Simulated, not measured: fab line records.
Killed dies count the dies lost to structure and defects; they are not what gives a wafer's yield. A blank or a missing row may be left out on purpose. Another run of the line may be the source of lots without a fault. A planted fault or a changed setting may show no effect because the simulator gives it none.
Chamber matching || flow n5 finfet || 4 sister chambers for N5_BEOL_M4_ALD_98 on ald sin-01
The step deposits SiO2, target thk 2.5 nm, pulse time 1 s, co reactant pulse time 1 s. 8 wafers are shown with their chamber, then 8 later ones without.

EACH WAFER AND ITS CHAMBER
{"wafer": "L079.4", "chamber": 2, "heater power w (W)": 71, "precursor pulse height rel": 1.031}
{"wafer": "L081.3", "chamber": 1, "heater power w (W)": 98, "precursor pulse height rel": 1.032}
{"wafer": "L084.2", "chamber": 3, "heater power w (W)": 71, "precursor pulse height rel": 0.984}
{"wafer": "L084.3", "chamber": 1, "heater power w (W)": 99, "precursor pulse height rel": 1.013}
{"wafer": "L087.3", "chamber": 2, "heater power w (W)": 75, "precursor pulse height rel": 0.980}
{"wafer": "L087.4", "chamber": 3, "heater power w (W)": 70, "precursor pulse height rel": 1.002}
{"wafer": "L087.6", "chamber": 0, "heater power w (W)": 65, "precursor pulse height rel": 1.002}
{"wafer": "L091.1", "chamber": 0, "heater power w (W)": 68, "precursor pulse height rel": 1.035}

WAFERS WITHOUT THEIR CHAMBER
{"wafer": "L091.2", "heater power w (W)": 98, "precursor pulse height rel": 1.012}
{"wafer": "L091.6", "heater power w (W)": 70, "precursor pulse height rel": 1.025}
{"wafer": "L092.3", "heater power w (W)": 100, "precursor pulse height rel": 0.983}
{"wafer": "L092.4", "heater power w (W)": 71, "precursor pulse height rel": 0.983}
{"wafer": "L092.5", "heater power w (W)": 72, "precursor pulse height rel": 1.031}
{"wafer": "L094.2", "heater power w (W)": 73, "precursor pulse height rel": 0.993}
{"wafer": "L094.5", "heater power w (W)": 68, "precursor pulse height rel": 1.026}
{"wafer": "L094.6", "heater power w (W)": 99, "precursor pulse height rel": 1.013}

WHICH CHAMBER EACH ONE RAN IN
{"wafer": "L091.2", "from the rows above": 1, "in truth": 1}
{"wafer": "L091.6", "from the rows above": "can't be placed: 3 or 2 or 0", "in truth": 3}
{"wafer": "L092.3", "from the rows above": 1, "in truth": 1}
{"wafer": "L092.4", "from the rows above": "can't be placed: 3 or 2", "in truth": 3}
{"wafer": "L092.5", "from the rows above": "can't be placed: 2 or 3 or 0", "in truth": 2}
{"wafer": "L094.2", "from the rows above": "can't be placed: 2 or 3", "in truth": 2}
{"wafer": "L094.5", "from the rows above": "can't be placed: 0 or 3 or 2", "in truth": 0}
{"wafer": "L094.6", "from the rows above": 1, "in truth": 1}
Correct placement for 3 of the 8. Not placeable from these rows: 5 (in 5, the candidates include the true chamber). Wrongly placed: 0.
How it was worked out, from the rows above alone: a wafer's distance from a chamber is the root of the sum, over the readings, of the square of ((its reading less the chamber's mean) divided by the reading's scatter). The wafer belongs to the nearest chamber; if the next one is less than 2 further off, it can't be placed. For every chamber, the mean is computed from those of its wafers that are shown. The scatter: take each reading less its chamber's mean, square it, sum over the shown wafers, divide by the number of wafers less the number of chambers, and take the root.
